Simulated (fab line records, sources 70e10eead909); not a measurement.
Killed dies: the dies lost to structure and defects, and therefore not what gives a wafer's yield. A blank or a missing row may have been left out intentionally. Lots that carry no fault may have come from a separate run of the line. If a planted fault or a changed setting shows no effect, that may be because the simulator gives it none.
Which of the tools did it? | flow nand-harc | 14 lots, 42 wafers sampled, at 4 steps of a route of 1302

== WHAT THE GAUGES SHOWED, per wafer ==
NHARC_A_SLIT_CD_MEAS_09: target cd 300 nm.
lot  | measured     | on        | cd-nm (nm)
L919 | day 19 15:52 | cd-sem-01 | 299.9 299.4 299.3
L920 | day 20 15:43 | cd-sem-03 | 300.4 300.0 300.4
L923 | day 21 05:12 | cd-sem-02 | 299.4 300.5 299.8
L921 | day 21 05:22 | cd-sem-02 | 300.5 299.6 300.7
L922 | day 21 15:05 | cd-sem-03 | 299.6 300.1 301.0
L924 | day 22 01:16 | cd-sem-01 | 299.5 299.3 299.2
L926 | day 23 01:47 | cd-sem-01 | 299.6 299.0 299.9
L927 | day 23 01:46 | cd-sem-03 | 299.7 299.6 300.4
L929 | day 23 13:32 | cd-sem-01 | 300.4 300.0 300.3
L934 | day 25 02:46 | cd-sem-02 | 299.7 300.3 300.4
L933 | day 25 01:53 | cd-sem-02 | 300.4 300.2 300.2
L935 | day 26 00:07 | cd-sem-01 | 300.7 300.3 300.0
L941 | day 28 12:02 | cd-sem-03 | 300.6 300.1 300.2
L942 | day 28 18:35 | cd-sem-03 | 299.6 299.9 300.8

NHARC_A_SLIT_OVL_MEAS_10.
lot  | measured     | on         | overlay-x-nm (nm) | overlay-y-nm (nm)
L919 | day 19 15:58 | overlay-01 | 0.4 0.0 0.3       | 1.1 0.9 0.7
L920 | day 20 15:49 | overlay-01 | -0.8 -1.1 -0.7    | -1.1 -0.6 -0.9
L923 | day 21 05:18 | overlay-02 | -0.5 -0.4 -0.4    | -0.8 0.1 -0.4
L921 | day 21 05:28 | overlay-01 | 0.6 0.5 0.6       | 0.0 -0.1 0.2
L922 | day 21 15:10 | overlay-02 | -0.3 -0.8 -0.8    | 1.3 1.1 1.4
L924 | day 22 01:21 | overlay-01 | -0.7 -0.2 -0.2    | 0.8 0.6 0.5
L926 | day 23 01:53 | overlay-01 | -1.3 -0.5 -0.3    | 0.1 0.5 -0.3
L927 | day 23 01:51 | overlay-01 | -1.4 -2.3 -1.4    | -0.3 -0.2 -0.4
L929 | day 23 13:38 | overlay-01 | -0.5 0.2 0.3      | -0.2 -0.2 -1.0
L934 | day 25 02:51 | overlay-02 | 0.4 0.3 0.3       | -1.6 -2.2 -1.7
L933 | day 25 01:58 | overlay-01 | -0.5 0.4 -0.4     | -0.7 -0.8 -1.0
L935 | day 26 00:12 | overlay-02 | -0.5 -0.4 -0.4    | -0.8 -0.6 0.2
L941 | day 28 12:07 | overlay-02 | 0.1 0.7 0.0       | 0.4 -0.1 0.5
L942 | day 28 18:40 | overlay-02 | 0.9 1.2 1.3       | 0.5 0.7 0.3

== TOOL THAT RAN EACH LOT (tool first, then ch and the chambers of the sampled wafers, then the start) ==
lot  | NHARC_A_SGD_CUT_CMP_21        | NHARC_A_SLIT_SOFTBAKE_04
L919 | cmp-03 ch 2,3, day 19 09:17   | litho-track-06 ch 0, day 19 15:00
L920 | cmp-04 ch 0,1,2, day 20 09:49 | litho-track-06 ch 0, day 20 15:00
L923 | cmp-03 ch 1,2, day 20 23:34   | litho-track-01 ch 0, day 21 04:00
L921 | cmp-04 ch 0,2, day 20 23:35   | litho-track-06 ch 0, day 21 04:00
L922 | cmp-04 ch 1,2,3, day 21 08:22 | litho-track-06 ch 0, day 21 14:00
L924 | cmp-03 ch 1,2,3, day 21 16:53 | litho-track-06 ch 0, day 22 00:00
L926 | cmp-03 ch 0,2,3, day 22 20:07 | litho-track-04 ch 0, day 23 01:00
L927 | cmp-04 ch 0,1,2, day 22 20:09 | litho-track-04 ch 0, day 23 01:00
L929 | cmp-03 ch 0,2,3, day 23 07:59 | litho-track-06 ch 0, day 23 13:00
L934 | cmp-04 ch 0,1,3, day 24 20:23 | litho-track-06 ch 0, day 25 02:00
L933 | cmp-03 ch 0,2,3, day 24 20:26 | litho-track-04 ch 0, day 25 01:00
L935 | cmp-04 ch 0,1,2, day 25 18:34 | litho-track-01 ch 0, day 25 23:00
L941 | cmp-03 ch 0,2, day 28 02:41   | litho-track-06 ch 0, day 28 11:00
L942 | cmp-03 ch 2,3, day 28 12:44   | litho-track-06 ch 0, day 28 18:00
- NHARC_A_SGD_CUT_CMP_21: polishes, target thk 148.19 nm.
- NHARC_A_SLIT_SOFTBAKE_04: time 55 s.

== AS READ BY THE TOOLS THEMSELVES (means over the sampled wafers that have a number; for cases with no such wafer, the mark the record gives instead) ==
NHARC_A_SGD_CUT_CMP_21.
lot  | tool   | motor-current-A (A) | time-to-endpoint-s (s)
L919 | cmp-03 | 12.5                | 50
L920 | cmp-04 | 11.7                | 50
L923 | cmp-03 | 12.3                | 51
L921 | cmp-04 | 13.3                | 50
L922 | cmp-04 | 12.8                | 53
L924 | cmp-03 | 12.0                | 50
L926 | cmp-03 | 12.4                | 52
L927 | cmp-04 | 11.5                | 53
L929 | cmp-03 | 12.4                | 49
L934 | cmp-04 | 11.7                | 52
L933 | cmp-03 | 12.4                | 49
L935 | cmp-04 | 11.7                | 50
L941 | cmp-03 | 11.8                | 47
L942 | cmp-03 | 12.3                | 51

NHARC_A_SLIT_SOFTBAKE_04.
lot  | tool           | heater-power-total-W (W)
L919 | litho-track-06 | 188.48
L920 | litho-track-06 | 188.46
L923 | litho-track-01 | 188.47
L921 | litho-track-06 | 188.47
L922 | litho-track-06 | 188.33
L924 | litho-track-06 | 188.69
L926 | litho-track-04 | 188.41
L927 | litho-track-04 | 188.37
L929 | litho-track-06 | 188.41
L934 | litho-track-06 | 188.29
L933 | litho-track-04 | 188.44
L935 | litho-track-01 | 188.63
L941 | litho-track-06 | 193.17
L942 | litho-track-06 | 193.19

== THE ANSWER, worked out from the rows above alone ==
Rule: the usual values come from the lots themselves. The widest of any qualifying gaps counts: lots, ordered by their means at a reading, are off when they make up no more than a third of the lots, leave a main group of 4 or more, and stand apart from it by 3 or more times the standard deviation of that group's means. A main group is skipped when, at the precision printed for the reading in the tables above, its means are all equal. A lot without any number at a reading at which 4 lots or more have one is off too. The other lots that the step has rows for count as sound. Order of review: gauges by route order, followed by the tools' own readings, for which a lot's mean as printed above is used. At the first step where some lot is off, the reading lying furthest off is the one used; lots without a number count as furthest.
Off: L941, L942, at NHARC_A_SLIT_SOFTBAKE_04 (heater-power-total-W). The main group: mean 188.45 W, standard deviation 0.11.
A tool fits if, at that step or a process step before it, it ran every lot that is off, and no sound lot after the first of them. This does not decide it: 2 tools fit, namely cmp-03 at NHARC_A_SGD_CUT_CMP_21 and litho-track-06 at NHARC_A_SLIT_SOFTBAKE_04.

== WHAT THE SIMULATOR HAD INSERTED ==
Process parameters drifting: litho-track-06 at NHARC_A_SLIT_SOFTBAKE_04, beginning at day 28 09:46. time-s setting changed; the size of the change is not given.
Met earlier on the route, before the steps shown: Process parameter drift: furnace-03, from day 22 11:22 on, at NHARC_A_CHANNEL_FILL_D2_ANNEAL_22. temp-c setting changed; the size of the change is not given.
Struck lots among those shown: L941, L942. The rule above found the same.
